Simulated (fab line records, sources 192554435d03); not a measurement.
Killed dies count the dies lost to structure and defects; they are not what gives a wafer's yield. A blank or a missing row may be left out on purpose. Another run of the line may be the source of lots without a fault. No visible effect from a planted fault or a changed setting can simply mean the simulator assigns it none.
fab line records	flow n5-finfet
record lots=5	wafers=15	last-day=15
route steps=1938 shown BEOL_M1@751 BEOL_M4@1111 PASSIVATION@1936
lots with no fault: from the same line, run without faults
start-h: start of the lot's first displayed wafer, in hours after the record's first day	wait-h: hours from the lot's prior step to this one	" repeats the value in the row above	L1.1+2: several wafers, shown together as one row	- no value, or no start was given	* or withheld: withheld	< > ~ a bound
route shown NAME@n: NAME is a module with steps in the file, n the number in the route of the first one	usual: the fault-free wafers' mean and standard deviation	same: alike in all rows	chamber/n: place in a boat	sites: readings site by site	_std_site: their standard deviation	_edge_site: mean of outer sites minus mean of inner sites	radius-mm: for every site, how far away it sits from the centre of the wafer	mask NAME#n: copy n	behind: the most recent tool/chamber to have shaped the wafer	hold: reason for holding the lot/hours on hold/outcome of the hold	device: which transistor (n, p or np) failed to switch	end of line: the same wafers' tests at the end of the route	a step with no rows: only its recipe	killed: dies lost to structure and defects at the first sort, not the wafer's yield	map: dies across one wafer; x = killed, . = not, _ = none there
set.NAME: the setting the step ran with; set.NAME@STEP: the setting that earlier step ran with	model.NAME: the simulator's own value behind a step, which no gauge read
a table for each step, a row for each wafer; lots at some steps of the route
services: the hour from which a tool's chamber was out of use, counted from the record's first day as start-h (under 0 if before that day), plus the number of hours and why
## steps
# step N5_BEOL_M1_ILD_DEP_00
# recipe material=SiOC	target-thk-a=790	temp-c=350	precursor=DEMS/O2	pressure-torr=5	rf-w=500	time-s=15.3
# step N5_BEOL_M1_PECVD_72
# recipe material=SiO2	target-thk-a=160	temp-c=400	precursor=TEOS/O2	pressure-torr=5.5	rf-w=450	teos-flow-sccm=53.8	gas=O2	flow-sccm=3000	time-s=18
# step N5_BEOL_M1_HM_DEP_02
# recipe material=TiN	target-thk-a=200	temp-c=25	chamber-pressure-pa=0.49996
# step N5_BEOL_M1_COAT_61
# recipe resist=SOC	temp-c=250	time-s=60	spin-rpm=1500	resist-thk-nm=60
# step N5_BEOL_M1_COAT_62
# recipe resist=SiARC	temp-c=220	time-s=60	spin-rpm=1500	resist-thk-nm=12
# step N5_BEOL_M1_COAT_73
# recipe resist=underlayer	temp-c=205	time-s=60	spin-rpm=1500	resist-thk-nm=5
# step N5_BEOL_M1_COAT_05
# recipe resist=CAR-EUV	spin-rpm=1500	resist-thk-nm=30
# step N5_BEOL_M1_EBR_07
# recipe solvent=PGMEA	ebr-width-mm=1.5
# step N5_BEOL_M1_SOFTBAKE_06
# recipe temp-c=110	time-s=60	resist=CAR-EUV
# step N5_BEOL_M1_EXPOSE_08
# recipe mask-id=M1	na=0.33	source-shape=dipole	sigma-inner=0.369	sigma-outer=0.767	polarization=unpolarized	dose-mj=33
# usual focus-offset-nm=-0.1/0.53	stage-msd-nm=0.872/0.0073
lot.wafer	tool	chamber	start-h	wait-h	mask	focus-offset-nm	stage-msd-nm
L815.4	euv-scanner-01	0	128.65	-	M1#0	-0.7	0.865
L815.5	"	0	"	"	M1#0	0.3	0.865
L815.6	"	0	"	"	M1#0	-0.3	0.864
L816.2	euv-scanner-02	0	137.90	-	M1#0	-0.7	0.884
L816.5	"	0	"	"	M1#0	-0.9	0.882
L816.6	"	0	"	"	M1#0	-0.9	0.880
L827.1	euv-scanner-01	0	192.78	-	M1#0	0.3	0.872
L827.3	"	0	"	"	M1#0	0.5	0.867
L827.6	"	0	"	"	M1#0	0.2	0.872
L828.3	euv-scanner-01	0	204.60	-	M1#0	0.1	0.873
L828.5	"	0	"	"	M1#0	0.5	0.868
L828.6	"	0	"	"	M1#0	0.5	0.873
L829.2	euv-scanner-01	0	212.38	-	M1#0	0.3	0.872
L829.3	"	0	"	"	M1#0	0.0	0.871
L829.4	"	0	"	"	M1#0	0.2	0.872
# step N5_BEOL_M1_PEB_09
# recipe peb-temp-c=100	peb-time-s=60	resist=CAR-EUV
# step N5_BEOL_M1_DEVELOP_10
# recipe develop-time-s=30	developer=TMAH	resist=CAR-EUV	rinse-liquid=surfactant-rinse	dry=air-spin	dev-temp-c=23
# step N5_BEOL_M1_DESCUM_16
# recipe chemistry=O2	time-s=7	source-power-w=50	bias-power-w=20	pressure-mtorr=20	rf-frequency-hz=2.712e+07	temp-c=40	resist=CAR-EUV	o2-flow-sccm=225
# step N5_BEOL_M1_ETCH_74
# recipe chemistry=N2/H2	target=underlayer	target-depth-a=65	mask-material=CAR-EUV	time-s=5.2	ion-energy-ev=200	pressure-mtorr=30	source-w=840	bias-w=150	n2-flow-sccm=200	h2-flow-sccm=200	ends=cleared
# usual chamber-pressure-mTorr=30.01/0.045	drypump-motor-current-A=5.7/0.42	etch-rf-on-time-s=5.20/0.083	h2-flow-sccm=200.0/0.55	oes-product-au=0.66/0.073	rf-vpp-V=523.5/2.6	showerhead-plenum-p-Torr=2.53/0.077	throttle-valve-pct=17.90/0.25
lot.wafer	tool	chamber	start-h	wait-h	chamber-pressure-mTorr	drypump-motor-current-A	etch-rf-on-time-s	h2-flow-sccm	oes-product-au	rf-hours-counter-h	rf-vpp-V	showerhead-plenum-p-Torr	throttle-valve-pct	model.BEOL_M1.cd-offset-nm
L815.4	rie-diel-05	0	128.91	0.0	29.95	6.0	5.39	200.2	0.61	180	528.5	2.63	18.25	-0.2
L815.5	"	3	"	"	30.03	5.6	5.23	200.2	0.72	-	521.8	2.47	17.51	0
L815.6	"	2	"	"	30.05	5.1	5.29	200.3	0.76	-	524.6	2.58	17.58	0
L816.2	rie-diel-04	1	138.19	0.0	29.98	5.9	5.27	200.6	0.58	219	527.0	2.62	17.90	-0.2
L816.5	"	2	"	"	29.96	6.5	5.25	199.9	0.55	-	522.3	2.49	18.36	-0.2
L816.6	"	0	"	"	29.97	5.6	5.15	200.3	0.73	-	521.5	2.49	17.85	-0.2
L827.1	rie-diel-04	3	193.36	0.0	29.93	5.1	5.20	200.0	0.66	147	521.8	2.55	18.17	0
L827.3	"	2	"	"	30.00	6.6	5.14	200.5	0.82	6	522.0	2.48	17.88	0
L827.6	"	1	"	"	30.05	5.9	5.21	200.4	0.58	-	524.7	2.62	17.96	-0.4
L828.3	rie-diel-05	0	204.87	0.0	30.00	6.0	5.33	200.1	0.60	201	529.2	2.62	18.30	0.2
L828.5	"	1	"	"	30.01	5.5	5.20	199.9	0.61	-	518.8	2.42	18.03	-0.2
L828.6	"	2	"	"	29.92	5.1	5.21	200.2	0.71	-	526.6	2.57	17.63	0
L829.2	rie-diel-04	0	212.80	0.0	30.01	5.6	5.11	200.2	0.70	69	522.6	2.48	17.88	-0.4
L829.3	"	3	"	"	29.98	5.1	5.23	199.9	0.65	153	525.1	2.55	18.19	-0.2
L829.4	"	1	"	"	30.06	5.9	5.18	200.5	0.58	241	527.7	2.61	17.94	-0.2
# step N5_BEOL_M1_ETCH_63
# recipe chemistry=CF4	target=SiARC	target-depth-a=156	mask-material=CAR-EUV	time-s=26	ion-energy-ev=80	pressure-mtorr=40	source-w=545	bias-w=36	Ar_flow_sccm=100	cf4-flow-sccm=100	ends=cleared
# usual chamber-pressure-mTorr=40.00/0.038	drypump-motor-current-A=5.7/0.42	etch-rf-on-time-s=26.0/0.41	oes-product-au=0.67/0.074	rf-vpp-V=184.0/1.1	showerhead-plenum-p-Torr=2.13/0.063	throttle-valve-pct=15.70/0.22
lot.wafer	tool	chamber	start-h	wait-h	chamber-pressure-mTorr	drypump-motor-current-A	etch-rf-on-time-s	oes-product-au	rf-hours-counter-h	rf-vpp-V	showerhead-plenum-p-Torr	throttle-valve-pct	model.BEOL_M1.cd-offset-nm
L815.4	rie-diel-05	0	128.93	0.0	39.98	6.0	26.3	0.62	180	185.3	2.21	16.01	0
L815.5	"	3	"	"	39.98	5.6	25.7	0.73	-	184.3	2.08	15.32	-0.2
L815.6	"	2	"	"	39.96	5.1	25.6	0.77	-	184.3	2.18	15.46	0.2
L816.2	rie-diel-04	1	138.21	0.0	39.88	5.9	26.1	0.59	219	185.5	2.21	15.82	-0.2
L816.5	"	2	"	"	39.97	6.5	26.2	0.55	-	183.9	2.10	16.19	-0.2
L816.6	"	0	"	"	39.94	5.6	25.4	0.75	-	183.7	2.09	15.58	-0.2
L827.1	rie-diel-04	3	193.38	0.0	40.00	5.1	26.0	0.66	147	183.6	2.15	15.90	0
L827.3	"	2	"	"	40.07	6.6	25.2	0.83	6	183.1	2.09	15.61	0
L827.6	"	1	"	"	39.97	5.9	25.9	0.58	-	185.5	2.20	15.83	-0.4
L828.3	rie-diel-05	0	204.89	0.0	39.98	6.0	26.5	0.60	201	185.3	2.21	16.05	0.2
L828.5	"	1	"	"	39.99	5.5	25.8	0.61	-	183.5	2.04	15.75	-0.2
L828.6	"	2	"	"	40.04	5.1	26.0	0.73	-	183.5	2.17	15.52	-0.2
L829.2	rie-diel-04	0	212.81	0.0	40.06	5.6	25.4	0.70	69	184.0	2.09	15.64	-0.4
L829.3	"	3	"	"	40.00	5.1	26.0	0.65	153	184.3	2.14	15.92	-0.2
L829.4	"	1	"	"	39.99	5.9	26.1	0.57	241	185.5	2.20	15.84	-0.4
# step N5_BEOL_M1_ETCH_64
# recipe chemistry=N2/H2	target=SOC	target-depth-a=750	overetch-a=150	mask-material=SiARC	temp-c=40	time-s=112.5	ion-energy-ev=200	pressure-mtorr=30	source-w=840	bias-w=150	n2-flow-sccm=200	h2-flow-sccm=200
# step N5_BEOL_M1_STRIP_65
# recipe chemistry=N2/H2	temp-c=40	n2-flow-sccm=200	h2-flow-sccm=200	rf-frequency-hz=6e+07
# step N5_BEOL_M1_STRIP_75
# recipe chemistry=N2/H2	temp-c=40	n2-flow-sccm=200	h2-flow-sccm=200	rf-frequency-hz=6e+07
# step N5_BEOL_M1_STRIP_66
# recipe chemistry=CF4	resist=SiARC	power-w=300	bias-power-w=75	pressure-mtorr=50	cf4-flow-sccm=150	rf-frequency-hz=6e+07
# step N5_BEOL_M1_HM_OPEN_17
# recipe chemistry=Cl2/BCl3	target-depth-a=200	overetch-a=60	target=TiN	mask-material=SOC	ion-energy-ev=150	pressure-mtorr=10	icp-w=1000	bias-w=126	Cl2_flow_sccm=53.25	bcl3-flow-sccm=21.75	Ar_flow_sccm=25
# step N5_BEOL_M1_STRIP_19
# recipe chemistry=O2	power-w=400	temp-c=40	pressure-mtorr=30	rf-frequency-hz=6e+07	bias-power-w=0	overash-fraction=0.2	o2-flow-sccm=225
# step N5_BEOL_M1_COAT_67
# recipe resist=SOC	temp-c=250	time-s=60	spin-rpm=1500	resist-thk-nm=60
# step N5_BEOL_M1_COAT_68
# recipe resist=SiARC	temp-c=220	time-s=60	spin-rpm=1500	resist-thk-nm=12
# step N5_BEOL_M1_COAT_76
# recipe resist=underlayer	temp-c=205	time-s=60	spin-rpm=1500	resist-thk-nm=5
# step N5_BEOL_M1_COAT_22
# recipe resist=CAR-EUV	spin-rpm=1500	resist-thk-nm=30
# step N5_BEOL_M1_EBR_24
# recipe solvent=PGMEA	ebr-width-mm=1.5
# step N5_BEOL_M1_SOFTBAKE_23
# recipe temp-c=110	time-s=60	resist=CAR-EUV
# step N5_BEOL_M1_EXPOSE_25
# recipe mask-id=V0	na=0.33	source-shape=quasar	sigma-inner=0.2	sigma-outer=0.8	polarization=unpolarized	defocus-nm=5	target-cd-nm=24	dose-mj=63
# step N5_BEOL_M1_PEB_26
# recipe peb-temp-c=100	peb-time-s=60	resist=CAR-EUV
# step N5_BEOL_M1_DEVELOP_27
# recipe develop-time-s=30	developer=TMAH	resist=CAR-EUV	rinse-liquid=surfactant-rinse	dry=air-spin	dev-temp-c=23
# step N5_BEOL_M1_DESCUM_33
# recipe chemistry=O2	time-s=7	source-power-w=50	bias-power-w=20	pressure-mtorr=20	rf-frequency-hz=2.712e+07	temp-c=40	resist=CAR-EUV	o2-flow-sccm=225
# step N5_BEOL_M1_ETCH_77
# recipe chemistry=N2/H2	target=underlayer	target-depth-a=65	mask-material=CAR-EUV	time-s=5.2	ion-energy-ev=200	pressure-mtorr=30	source-w=840	bias-w=150	n2-flow-sccm=200	h2-flow-sccm=200	ends=cleared
# step N5_BEOL_M4_RC_MEAS_101
# usual DIBL_N=36.4/1.2	DIBL_P=36.1/1.6	IOFF_N=0.156/0.024	IOFF_P=0.21/0.031	ION_N=674/11	ION_P=463/6.9	SS_N=71.5/0.5	SS_P=73.2/0.55	VT_N=250.0/2.9	VT_P=-250/3.6
lot.wafer	tool	chamber	start-h	wait-h	DIBL_N[mV/V]	DIBL_P[mV/V]	IOFF_N[nA/um]	IOFF_P[nA/um]	ION_N[uA/um]	ION_P[uA/um]	SS_N[mV/dec]	SS_P[mV/dec]	VT_N[mV]	VT_P[mV]
L815.4	prober-01	0	168.34	0.5	34.8	33.9	0.139	0.22	675	475	71.8	72.6	248.1	-245
L815.5	"	0	"	"	36.0	34.2	0.144	0.21	680	470	72.0	72.8	250.9	-248
L815.6	"	0	"	"	36.9	36.6	0.171	0.26	688	473	71.5	73.7	247.8	-246
L816.2	prober-01	0	173.90	0.2	36.9	37.7	0.164	0.22	677	462	71.9	72.7	248.6	-248
L816.5	"	0	"	"	36.2	36.7	0.150	0.20	664	453	71.6	72.9	249.3	-250
L816.6	"	0	"	"	37.2	37.8	0.178	0.22	683	463	72.2	73.2	247.8	-248
L827.1	prober-01	0	242.03	0.0	36.0	34.4	0.116	0.14	655	451	71.2	72.0	258.6	-260
L827.3	"	0	"	"	37.5	36.7	0.142	0.18	670	449	71.9	73.2	250.9	-256
L827.6	"	0	"	"	36.0	35.3	0.120	0.16	666	448	71.5	72.6	255.5	-256
L828.3	prober-02	0	244.21	0.3	36.5	35.6	0.168	0.19	685	453	71.2	73.4	250.4	-253
L828.5	"	0	"	"	35.4	34.0	0.138	0.17	663	452	71.2	72.5	250.0	-255
L828.6	"	0	"	"	36.7	35.7	0.170	0.19	685	460	71.6	73.4	247.7	-253
L829.2	prober-02	0	252.79	0.2	35.6	34.5	0.134	0.17	661	452	71.4	73.2	255.2	-256
L829.3	"	0	"	"	36.0	35.8	0.162	0.19	686	462	71.6	73.8	251.0	-252
L829.4	"	0	"	"	37.4	37.1	0.163	0.20	673	455	71.3	73.6	251.6	-255
# step N5_PASSIVATION_PROBE_49
# usual defect-limited-yield=91.4/1.5	killed_at_M0_to_M3=31/11	killed_at_M4_up=13/5.5	killed-at-contacts=13/6.3	killed-at-front-end=40/13	killed-at-other=3.3/2.6	killed-dies=101/18	killed-on-rim=13/4	killed-open=67/13	killed-short=33/7.9	sort_bin_5_function=5.1/1	sort_bin_6_memory=3.2/0.68	sort-n-pass=1079/18	sort-yield-pct=91.4/1.5
# same gross-dies=1180	killed-at-back-side=0	sort_bin_4_leakage[%]=0	sort_bin_8_speed[%]=0
lot.wafer	tool	chamber	start-h	wait-h	defect-limited-yield[%]	killed_at_M0_to_M3	killed_at_M4_up	killed-at-contacts	killed-at-front-end	killed-at-other	killed-dies	killed-on-rim	killed-open	killed-short	sort_bin_5_function[%]	sort_bin_6_memory[%]	sort-n-pass	sort-yield-pct[%]
L827.6	prober-01	-	338.07	0.3	73.4	247	17	18	31	1	314	40	73	29	15.8	9.8	866	73.4
L828.3	prober-02	-	351.51	0.1	93.9	18	16	7	29	2	72	9	49	23	3.5	2.3	1108	93.9
L828.5	prober-02	-	351.61	0.2	78.6	202	11	4	32	3	252	32	40	35	11.4	8.8	928	78.6
L828.6	prober-02	-	351.66	0.3	75.0	225	17	14	36	3	295	53	63	31	13.5	10.4	885	75.0
L829.2	prober-01	-	354.27	0.1	74.2	220	15	6	59	5	305	43	63	50	14.3	10.3	875	74.2
# killed by level:class
L827.6 BEOL_M1:area-expose=210 MOL_CONTACT_COAG:geometric-particle:open=12 FIN_SAQP:geometric-particle:open=10 BEOL_M3:geometric-particle:open=9 BEOL_M2:geometric-particle:open=7 FIN_SAQP:geometric-particle:short=6 MOL_CONTACT_COAG:geometric-particle:short=6 BEOL_M5:geometric-particle:open=6
L828.3 FIN_SAQP:geometric-particle:open=6 BEOL_M2:geometric-particle:open=6 MOL_CONTACT_COAG:geometric-particle:open=5 BEOL_M1:geometric-particle:open=5 DUMMY_GATE:geometric-particle:open=4 BEOL_M0_SAQP:geometric-particle:short=4 BEOL_M6:geometric-particle:open=4 DUMMY_GATE:geometric-particle:short=3
L828.5 BEOL_M1:area-expose=176 FIN_SAQP:geometric-particle:short=9 BEOL_M1:geometric-particle:short=5 BEOL_M1:geometric-particle:open=5 STARTING-WAFER:geometric-particle:short=5 FIN_SAQP:geometric-particle:open=4 MOL_CONTACT_COAG:geometric-particle:open=4 BEOL_M3:geometric-particle:open=4
L828.6 BEOL_M1:area-expose=200 MOL_CONTACT_COAG:geometric-particle:open=13 GATE_CUT:geometric-particle:short=10 FIN_SAQP:geometric-particle:open=8 BEOL_M8:geometric-particle:open=6 FIN_SAQP:geometric-particle:short=5 BEOL_M2:geometric-particle:open=5 BEOL_M4:geometric-particle:open=4
L829.2 BEOL_M1:area-expose=190 FIN_SAQP:geometric-particle:short=23 FIN_SAQP:geometric-particle:open=16 BEOL_M4:geometric-particle:open=7 BEOL_M3:geometric-particle:short=5 BEOL_M3:geometric-particle:open=5 STARTING-WAFER:geometric-particle:open=4 MOL_CONTACT_COAG:geometric-particle:open=4
# map L827.6 (x killed, . not)
_________________xx....xx.xx.________________
______________..xxx.......xx...._____________
___________....xxx.....x.....xx..x.__________
__________x....xxx..x.xxx.....xxxx.._________
________.......x...x......x...x....x.x_______
_______....x.x..x.x.x..x...............______
______x........x..xx.x.....xx..........._____
_____.xxx........x.x.x......x.xx.....x.x.____
____.xx..x....x...........x...xx..xx.x....___
___..xxx..xxx............x.xx.....xx.......__
___.x....xx.....x..x..x.xx..x........x....x__
__........x....x..x....x.x.....x.......xx..x_
__..x..xx..x.x.x..x.x....xx...x..xxx..xx...._
_x.x.x......x..........x......x.xxx..xxx.....
_...x.........x..x.....x.....xx........xx....
_.x..xxx...........x.x.....x.....xx.x......xx
_..xxx....x..x...x....x........x.x..xx.x.....
_xx....x............xx..x....x..xx.xxx...x.x.
_..x.x..x.......x.x....x.....x....x.....xxx..
_...x......x..x..x.x....xxx.x....x.x..x.xxxx.
_....x..x..xx.x........x........x.xx....x..xx
__.x..xx.....x.x....x.........x.....xx.....x_
__.x...x.....xx......xx.x.x......x..x..xxx.._
___.x.x.x...x.x...x.............xx..x..xx..__
___...x.x...x.....x.....x.......x.....xx..x__
____x............x.....x..x..............x___
_____x.x.........x.xxx.x..x..xx.xx.......____
______.....x.....x.x........xx.x........_____
_______...x........x..........xxxx.x.xx______
________...x.............x.........x.._______
__________.......xxxx.......xx......_________
___________...xxx........x.x.....x.__________
______________.x....x..x..xxxxx._____________
_________________.....xx.....________________
# map L828.6 (x killed, . not)
_________________x...x.x.....________________
______________x..........x..xxx._____________
___________.........x...x.x.xx..x..__________
__________.....xxx..x.x..xx.x....x.._________
________x.........xxx..x..x........xx._______
_______.x.xxxx..x.....x.x.........x..xx______
______...........x.......x.x.x..x...x.x._____
_____....x...xx....x.......x.xx........xx____
____............x.......x.x...x.....xxx.x.___
___........x.x.xx..x.x....x................__
___x.x...x...xx.x......x...x...x.......x..x__
__xx.......xx.x..x..xx.....xx.....xxxx....x._
__.x......x......x.....x.....x...xx....xxxx._
_x......x....x..x.....xx....xx.....x...x...xx
_x......x..xxxx.....x...x.....x..x...x......x
_x......x.x....x..x.......xxx......xx........
_....x............xx.x........x......x.....xx
_xx.x...x.xxx....x..x...x.xx............x.x..
_xx.x.....x........x...x.......x.x.....x.....
_.xxx.......x............x.........x.........
_.x...xx...x...xx...........x...x...x........
__...........x...x..xx.......xx.x......x...._
__....x.......x....x...............xx......._
___.xx......x.....xxxx.x.....x..x.....x...x__
___x.x...x......x...xx...x.......x..x....x.__
____..x....x.x.xxx.x...........x........x.___
_____....x.x.......x........x.x....x.....____
______......x......x..xxxxx.x...x....x.._____
_______x...x......xx...x.xx..x.xx.x....______
________.......x...x.........xx.x..x.._______
__________xx.x.x...x..x.x..xxx....xx_________
___________x..x...xx...........x.x.__________
______________x.x..xxx.....xxx.._____________
_________________x...x.......________________
## services
tool	chamber	start-h	hours	kind
euv-scanner-01	-	104.94	4.6	pm
rie-diel-05	0	105.22	2.4	repair
euv-scanner-01	-	119.82	0.4	repair
euv-scanner-01	-	139.87	2.7	repair
euv-scanner-02	-	143.60	2.5	repair
rie-diel-05	0	149.24	2.4	repair
rie-diel-04	0	150.26	5.2	repair
euv-scanner-02	-	153.10	63.5	repair
rie-diel-04	2	155.76	-	clean
rie-diel-04	2	155.76	-	consumable-replace:esc
rie-diel-04	2	155.76	-	consumable-replace:focus-ring
rie-diel-04	2	155.76	18.5	scheduled-down
rie-diel-04	2	155.76	18.5	vent-cycle
euv-scanner-01	-	179.60	1.0	pm
euv-scanner-01	-	198.33	1.7	repair
euv-scanner-01	0	212.19	-	calibration
## key
first-sign step=N5_PASSIVATION_PROBE_49	reading=killed_at_M0_to_M3	direction=up	sigmas=18	usual=31	struck=224
effect step=N5_PASSIVATION_PROBE_49	reading=killed-dies	direction=up	sigmas=11	usual=101	struck=292
model-effect step=N5_BEOL_M1_ETCH_74	value=BEOL_M1.cd-offset-nm	without=0.05	struck=-0.25
model-effect step=N5_BEOL_M1_ETCH_63	value=BEOL_M1.cd-offset-nm	without=0	struck=-0.3
more-kills-born-at N5_BEOL_M1_EXPOSE_08@euv-scanner-01=776
met-at N5_BEOL_M1_EXPOSE_08
struck-wafers L827.6,L828.5,L828.6,L829.2
onset-between 128.65 192.78
fault kind=process-parameter-drift	tool=euv-scanner-01	chamber=-	onset-h=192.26	steps=N5_BEOL_M1_EXPOSE_08	channel=focus-nm	offset=80.495	shape=step	end-h=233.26	scope=struck-wafers-only
